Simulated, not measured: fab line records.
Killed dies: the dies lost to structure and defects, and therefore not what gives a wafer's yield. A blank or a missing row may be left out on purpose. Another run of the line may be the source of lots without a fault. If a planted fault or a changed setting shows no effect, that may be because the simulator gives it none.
fab line records -- flow nand-harc
record: lots: 6, wafers: 18, last-day: 33
route steps=1302 shown THIN_TSV@1250
lots with no fault: from the same line, run without faults
start-h: the number of hours between the record's first day and the start of the first shown wafer of the lot -- wait-h: hours from the lot's prior step to this one -- " repeats the value in the row above -- L1.1+2: one row covering several wafers at once -- - no value, or no start given -- * or withheld: withheld -- < > ~ a bound
route shown NAME@n: NAME is a module with steps in the file, n the number in the route of the first one -- usual: mean/standard deviation taken from wafers without a fault -- same: alike in all rows -- chamber/n: place in a boat -- sites: each site's reading -- _std_site: the values' standard deviation -- _edge_site: the outer-site mean with the inner-site mean subtracted -- radius-mm: for every site, how far away it sits from the centre of the wafer -- mask NAME#n: copy n -- behind: tool/chamber where the wafer was last shaped -- hold: why the lot was held/for how many hours/how that ended -- device: whichever transistor did not switch (one of n, p or np) -- end of line: the same wafers' tests at the end of the route -- for a step that has no rows: nothing shown but its recipe -- killed: dies that structure and defects cost at the first sort, which is not the same as the wafer's yield -- map: the dies of a wafer, with x for killed, . for not killed, _ for no die there
set.NAME: the setting as run; set.NAME@STEP: as run at that earlier step -- model.NAME: the simulator's own value behind a step, which no gauge read
lots at selected steps of the route; one table per step, one row per wafer
services: from which hour (start-h, from the record's first day; less than 0 if before it) a tool's chamber was out of use, for how many hours, and why
== steps ==
step: NHARC_THIN_TSV_DEP_43
recipe: target-thk-a: 13285, temp-c: withheld, pressure-torr: 6.5, rf-w: 900, teos-flow-sccm: 161.4, flow-sccm: 2650, target-thk-nm: 1328.5, gas: O2, material: SiO2
usual: throttle-valve-pct: 16.0/0.62
lot.wafer,tool,chamber,start-h,wait-h,throttle-valve-pct
L838.4,pecvd-02,0,581.28,-,17.3
L838.5,pecvd-02,1,581.28,-,16.3
L838.6,pecvd-02,2,581.28,-,15.7
L839.2,pecvd-01,1,590.25,-,16.0
L839.6,pecvd-01,2,590.25,-,16.2
L839.5,pecvd-01,0,590.25,-,15.2
L842.2,pecvd-02,1,613.72,-,16.1
L842.6,pecvd-02,2,613.72,-,15.6
L842.5,pecvd-02,0,613.72,-,16.3
L848.3,pecvd-03,0,675.24,-,15.2
L848.1,pecvd-03,2,675.24,-,15.5
L848.4,pecvd-03,0,675.24,-,15.3
L852.1,pecvd-01,2,724.05,-,16.0
L852.2,pecvd-01,1,724.05,-,15.8
L852.5,pecvd-01,0,724.05,-,15.7
L856.3,pecvd-01,2,762.48,-,16.2
L856.1,pecvd-01,0,762.48,-,15.7
L856.5,pecvd-01,0,762.48,-,15.7
step: NHARC_THIN_TSV_DEHYDRATE_04
recipe: temp-c: 150, time-s: 120
step: NHARC_THIN_TSV_HMDS_05
recipe: time-s: 30
step: NHARC_THIN_TSV_COAT_06
recipe: spin-rpm: *
step: NHARC_THIN_TSV_SOFTBAKE_07
recipe: temp-c: 122, time-s: 95
step: NHARC_THIN_TSV_EBR_08
step: NHARC_THIN_TSV_EXPOSE_09
recipe: na: 0.55, dose-mj: 30.7, mask-id: TSV
step: NHARC_THIN_TSV_PEB_10
recipe: peb-temp-c: 118, peb-time-s: 85
step: NHARC_THIN_TSV_DEVELOP_11
recipe: time-s: 70
step: NHARC_THIN_TSV_CD_MEAS_12
recipe: target-cd-nm: 1000, landing-energy-ev: 500
usual: cd-nm: 1000.1/1.2
lot.wafer,tool,chamber,start-h,wait-h,cd-nm
L838.4,cd-sem-03,0,581.86,-,998.9
L838.5,cd-sem-03,0,581.86,-,1000.1
L838.6,cd-sem-03,0,581.86,-,999.7
L839.2,cd-sem-01,0,591.00,-,1001.4
L839.5,cd-sem-01,0,591.00,-,1001.8
L839.6,cd-sem-01,0,591.00,-,1001.2
L842.2,cd-sem-01,0,614.46,-,999.3
L842.5,cd-sem-01,0,614.46,-,1000.0
L842.6,cd-sem-01,0,614.46,-,1000.7
L848.1,cd-sem-02,0,676.07,-,1001.4
L848.3,cd-sem-02,0,676.07,-,998.4
L848.4,cd-sem-02,0,676.07,-,999.5
L852.1,cd-sem-02,0,724.88,-,1001.3
L852.2,cd-sem-02,0,724.88,-,999.3
L852.5,cd-sem-02,0,724.88,-,999.7
L856.1,cd-sem-03,0,763.18,-,1001.5
L856.3,cd-sem-03,0,763.18,-,1000.9
L856.5,cd-sem-03,0,763.18,-,1000.3
step: NHARC_THIN_TSV_HARDBAKE_13
recipe: temp-c: 125, time-s: 80
step: NHARC_THIN_TSV_DESCUM_14
recipe: time-s: 3, o2-flow-sccm: 200, ar-flow-sccm: 0, bias-power-w: 0, chemistry: O2
usual: drypump-motor-current-A: 5.9/0.42, mfc-ar-sccm: 0.004/0.0062, o2-flow-sccm: 200.1/0.62, oes-product-au: 0.999/0.0075, rf-vpp-V: 57.5/0.9, showerhead-plenum-p-Torr: 1.86/0.079, throttle-valve-pct: 11.311/0.0084
same: bias-power-w: 0
lot.wafer,tool,chamber,start-h,wait-h,drypump-motor-current-A,mfc-ar-sccm,o2-flow-sccm,oes-product-au,rf-hours-counter-h,rf-vpp-V,showerhead-plenum-p-Torr,throttle-valve-pct
L838.4,rie-diel-10,0,582.02,-,6.6,0,200.6,1.005,7.4,56.9,1.81,11.314
L838.5,rie-diel-10,3,582.02,-,6.3,0,200.2,0.995,-,56.8,1.78,11.324
L838.6,rie-diel-10,0,582.02,-,6.6,0,200.4,0.995,-,57.2,1.81,11.314
L839.2,rie-diel-04,0,591.15,-,5.7,0,198.5,0.990,2.0,57.9,1.91,11.320
L839.6,rie-diel-04,0,591.15,-,5.8,0,199.1,0.997,-,57.3,1.91,11.324
L839.5,rie-diel-04,2,591.15,-,6.3,0,199.7,0.987,-,57.2,1.86,11.299
L842.2,rie-diel-02,1,614.64,-,6.0,0.022,199.3,0.996,1.9,58.2,2.04,11.312
L842.5,rie-diel-02,2,614.64,-,5.7,0,200.3,1.004,-,57.9,1.88,11.319
L842.6,rie-diel-02,3,614.64,-,5.4,0.007,200.9,0.988,-,57.4,1.79,11.318
L848.3,rie-diel-02,1,676.23,-,6.0,0.022,200.1,1.000,4.4,59.5,2.04,11.311
L848.1,rie-diel-02,3,676.23,-,5.4,0.007,199.8,0.994,5.0,56.2,1.79,11.309
L848.4,rie-diel-02,0,676.23,-,6.3,0,200.5,0.992,4.8,58.6,1.97,11.316
L852.1,rie-diel-10,3,725.04,-,6.3,0,200.1,1.000,7.1,55.8,1.78,11.322
L852.2,rie-diel-10,2,725.04,-,5.8,0.005,199.6,0.999,7.4,56.2,1.78,11.322
L852.5,rie-diel-10,0,725.04,-,6.6,0,199.4,1.009,-,58.3,1.81,11.319
L856.3,rie-diel-10,0,763.34,-,6.6,0,200.2,1.015,9.8,57.4,1.81,11.305
L856.1,rie-diel-10,1,763.34,-,5.1,0.005,199.3,1.001,10.0,57.3,1.97,11.297
L856.5,rie-diel-10,0,763.34,-,6.6,0,200.0,1.008,-,56.4,1.81,11.317
step: NHARC_THIN_TSV_ETCH_44
recipe: target-depth-a: 15942, time-s: 797.1, cf4-flow-sccm: 150, o2-flow-sccm: 10, ar-flow-sccm: 0, rf-w: 300, bias-w: 800, chemistry: CF4/O2
usual: bias-w: 800.1/2.7, cf4-flow-sccm: 150.0/0.47, drypump-motor-current-A: 5.9/0.41, mfc-ar-sccm: 0.004/0.0065, o2-flow-sccm: 10.002/0.03, oes-product-au: 0.999/0.0085, rf-vpp-V: 791/4.6, showerhead-plenum-p-Torr: 1.79/0.073, throttle-valve-pct: 16.915/0.0091
lot.wafer,tool,chamber,start-h,wait-h,bias-w,cf4-flow-sccm,drypump-motor-current-A,mfc-ar-sccm,o2-flow-sccm,oes-product-au,rf-hours-counter-h,rf-vpp-V,showerhead-plenum-p-Torr,throttle-valve-pct
L838.4,rie-diel-10,1,582.10,0.1,802.1,150.5,5.2,0.005,10.009,1.007,7.5,798,1.89,16.913
L838.6,rie-diel-10,1,582.10,0.1,804.8,150.1,5.1,0.005,10.003,0.993,-,798,1.89,16.912
L838.5,rie-diel-10,2,582.10,0.1,797.2,150.7,5.8,0.005,10.047,1.000,-,785,1.71,16.926
L839.2,rie-diel-04,2,591.40,0.2,-,-,-,-,-,-,-,-,-,-
L839.5,rie-diel-04,0,591.40,0.2,-,-,-,-,-,-,-,-,-,-
L839.6,rie-diel-04,1,591.40,0.2,-,-,-,-,-,-,-,-,-,-
L842.2,rie-diel-02,0,614.76,0.1,-,-,-,-,-,-,-,-,-,-
L842.6,rie-diel-02,3,614.76,0.1,-,-,-,-,-,-,-,-,-,-
L842.5,rie-diel-02,0,614.76,0.1,-,-,-,-,-,-,-,-,-,-
L848.1,rie-diel-02,2,676.38,0.1,797.9,150.2,5.7,0,10.007,0.994,4.7,792,1.80,16.934
L848.4,rie-diel-02,3,676.38,0.1,803.0,150.0,5.4,0.007,10.003,0.995,5.2,787,1.73,16.910
L848.3,rie-diel-02,0,676.38,0.1,799.2,149.5,6.3,0,10.075,0.999,4.9,799,1.88,16.910
L852.1,rie-diel-10,2,725.13,0.1,798.7,149.8,5.7,0.005,10.052,0.994,7.5,788,1.71,16.917
L852.2,rie-diel-10,0,725.13,0.1,798.2,149.4,6.6,0,9.997,1.016,7.4,788,1.74,16.912
L852.5,rie-diel-10,2,725.13,0.1,804.5,150.6,5.7,0.005,10.054,1.002,-,787,1.71,16.907
L856.3,rie-diel-10,2,763.45,0.1,797.0,150.4,5.7,0.005,9.985,0.997,9.7,787,1.71,16.924
L856.1,rie-diel-10,1,763.45,0.1,806.1,151.1,5.2,0.005,9.989,1.023,10.1,797,1.89,16.915
L856.5,rie-diel-10,2,763.45,0.1,799.7,149.9,5.8,0.005,9.994,1.005,-,787,1.71,16.925
step: NHARC_THIN_TSV_ETCH_15
recipe: target-depth-a: 30000, bosch-target-overetch-cycles: 2, bosch-etch-step-s: 2.8, bosch-dep-step-s: 1.2, bosch-cycles: 14
usual: drypump-motor-current-A: 5.9/0.37
same: bosch-cycles: 14, bosch-dep-step-s: 1.2
lot.wafer,tool,chamber,start-h,wait-h,drypump-motor-current-A,rf-hours-counter-h
L838.4,rie-si-05,2,582.67,-,5.2,0.71
L838.5,rie-si-05,2,582.67,-,5.2,-
L838.6,rie-si-05,3,582.67,-,5.8,-
L839.2,rie-si-05,1,591.95,0.5,6.6,0.73
L839.6,rie-si-05,3,591.95,0.5,5.8,-
L839.5,rie-si-05,0,591.95,0.5,5.8,-
L842.2,rie-si-05,3,615.30,0.5,5.8,0.84
L842.6,rie-si-05,1,615.30,0.5,6.6,-
L842.5,rie-si-05,2,615.30,0.5,5.2,-
L848.4,rie-si-04,1,676.89,-,5.6,0.87
L848.3,rie-si-04,2,676.89,-,5.8,0.87
L848.1,rie-si-04,0,676.89,-,6.2,0.84
L852.2,rie-si-05,2,725.71,-,5.3,0.46
L852.1,rie-si-05,3,725.71,-,5.9,0.48
L852.5,rie-si-05,2,725.71,-,5.2,-
L856.3,rie-si-05,2,764.12,-,5.2,0.66
L856.1,rie-si-05,3,764.12,-,5.7,0.64
L856.5,rie-si-05,2,764.12,-,5.2,-
== services ==
tool,chamber,start-h,hours,kind
rie-diel-04,1,563.40,1.3,repair
pecvd-03,-,568.87,2.7,repair
rie-diel-02,-,570.70,9.0,pm
rie-diel-10,0,582.78,3.4,repair
pecvd-02,-,589.32,13.0,pm
rie-diel-04,3,589.44,3.6,repair
rie-diel-10,-,596.60,9.0,pm
pecvd-02,-,633.45,1.4,repair
rie-si-05,0,637.31,9.0,repair
rie-si-05,-,659.00,9.0,pm
rie-diel-10,2,673.17,2.6,repair
pecvd-01,-,673.36,13.0,pm
rie-diel-04,1,673.93,1.4,repair
rie-diel-04,0,677.72,7.2,repair
rie-diel-02,0,692.46,5.0,repair
rie-diel-04,0,693.56,2.1,repair
rie-diel-04,-,708.90,9.0,pm
rie-si-05,1,721.26,6.0,repair
rie-si-05,-,726.01,3.6,repair
rie-diel-04,1,733.80,31.0,repair
rie-diel-02,-,747.70,9.0,pm
rie-diel-10,3,754.32,19.9,repair
rie-diel-04,2,761.31,7.3,repair
rie-si-05,-,762.06,0.6,repair
== key ==
first-sign: step: NHARC_THIN_TSV_ETCH_44, reading: tool-record, direction: missing
effect none on later readings
met-at NHARC_THIN_TSV_ETCH_44
struck-wafers L839.2,L839.5,L839.6,L842.2,L842.5,L842.6
later-rows-left-out L839.2,L839.5,L839.6,L842.2,L842.5,L842.6
sort-left-out L839.2,L839.5,L839.6,L842.2,L842.5,L842.6
fault: kind: skipped-step-whole, tool: rie-diel-02,rie-diel-04, chamber: -, onset-h: 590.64, steps: NHARC_THIN_TSV_ETCH_44, scope: struck-lots-only
sort-left-out: the simulated sort isn't trusted on such a fault, so these wafers' sort isn't shown, and their yield isn't known
later-rows-left-out: the simulator's readings of these wafers behind a module that went badly wrong aren't trusted and aren't shown, but for the sort
